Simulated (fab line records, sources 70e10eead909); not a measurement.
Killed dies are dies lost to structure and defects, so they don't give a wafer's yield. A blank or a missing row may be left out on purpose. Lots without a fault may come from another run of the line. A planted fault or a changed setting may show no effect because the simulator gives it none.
A struck lot beside a sound one | flow nand_harc | 16 steps out of a route of 1302
Sound: wafers L414.1, L414.2, L414.6. Struck: wafers L409.1, L409.2, L409.3. The cause comes at the end.
At each step with rows: each side's tool, then ch and its chambers, then its first start. Under that, the readings that differ: sound wafers | struck wafers | difference of the means | sigmas: that difference in standard deviations of wafers without a fault.
alike: readings whose means differ by less than 2 such deviations, and words and numbers that are the same on both sides. not compared: withheld readings, readings that some wafer has no value for, bounds like >300 that may hide the same value, and numbers for which the record gives no deviation and whose values overlap.
The two part at a step that has a row with sigmas, a row that says differs or no value, or rows on one side only. Numbers that don't overlap but have no deviation are shown without sigmas and don't part them. A reading that every wafer of one side lacks parts them only if that side has two wafers or more.

first, 1 step without rows for these wafers: NHARC_A_DECK1_JOINT_SRD_15.
NHARC_A_DECK1_JOINT_DEP_16: deposits SiO2, target thk 45 nm.
  sound on pecvd-04 ch 1,2, day 19 01:59; struck on pecvd-01 ch 0,1,2, day 16 12:35
  alike: heater_power_w, rf_fwd_power_W, throttle_valve_pct
NHARC_A_DECK1_JOINT_THK_MEAS_17: measures by ellipsometry.
  sound on film_metro-02, day 19 02:14; struck on film_metro-02, day 16 12:52
  alike: thk_nm
NHARC_A_DECK1_JOINT_INSPECT_05:
  sound on defect_inspect-01, day 19 02:16; struck on defect_inspect-02, day 16 12:54
  alike: raw_defect_count
then, 1 step without rows for these wafers: NHARC_A_ONON_D2_DEP_00 (target thk 1000 nm).
NHARC_A_ONON_D2_THK_MEAS_02: measures by ellipsometry.
  sound on film_metro-01, day 19 02:51; struck on film_metro-02, day 16 13:29
  alike: thk_nm
then, 1 step without rows for these wafers: NHARC_A_ONON_D2_DEP_03 (target thk 1000 nm).
NHARC_A_ONON_D2_THK_MEAS_05: measures by ellipsometry.
  sound on film_metro-02, day 19 03:25; struck on film_metro-01, day 16 14:03
  alike: thk_nm
then, 1 step without rows for these wafers: NHARC_A_ONON_D2_DEP_06 (target thk 1000 nm).
NHARC_A_ONON_D2_THK_MEAS_08: measures by ellipsometry.
  sound on film_metro-02, day 19 03:59; struck on film_metro-01, day 16 14:37
  alike: thk_nm
then, 1 step without rows for these wafers: NHARC_A_ONON_D2_DEP_09 (target thk 1000 nm).
NHARC_A_ONON_D2_THK_MEAS_11: measures by ellipsometry.
  sound on film_metro-01, day 19 04:33; struck on film_metro-01, day 16 15:11
  reading     | sound          | struck      | difference | sigmas
  thk_nm (nm) | 1019 1015 1019 | 993 992 993 | -25        | -2
NHARC_A_ONON_D2_DEP_12: target thk 1000 nm.
  sound on pecvd_onon-02 ch 0, day 19 04:37; struck on pecvd_onon-04 ch 0, day 16 15:14
  alike: nh3_flow_sccm
NHARC_A_ONON_D2_THK_MEAS_14: measures by ellipsometry.
  sound on film_metro-01, day 19 05:07; struck on film_metro-01, day 16 15:44
  reading     | sound         | struck      | difference | sigmas
  thk_nm (nm) | 1002 999 1002 | 669 667 667 | -333       | -30
then, 1 step without rows for these wafers: NHARC_A_ONON_D2_ANNEAL_15 (time 3600 s).
-- the record jumps here: 12 days lie between the struck wafers' starts before and after (it left off in module A_ONON_D2 and takes up again in module END, whose first step shown is number 1302 of the route) --
NHARC_END_SORT_01:
  the record has rows for the struck wafers here (prober-01 ch 0, day 28 10:49) and none for the sound ones

WHERE THEY PART
First at NHARC_A_ONON_D2_THK_MEAS_11; last, within this record, at NHARC_END_SORT_01.

WHY: what the simulator had put in
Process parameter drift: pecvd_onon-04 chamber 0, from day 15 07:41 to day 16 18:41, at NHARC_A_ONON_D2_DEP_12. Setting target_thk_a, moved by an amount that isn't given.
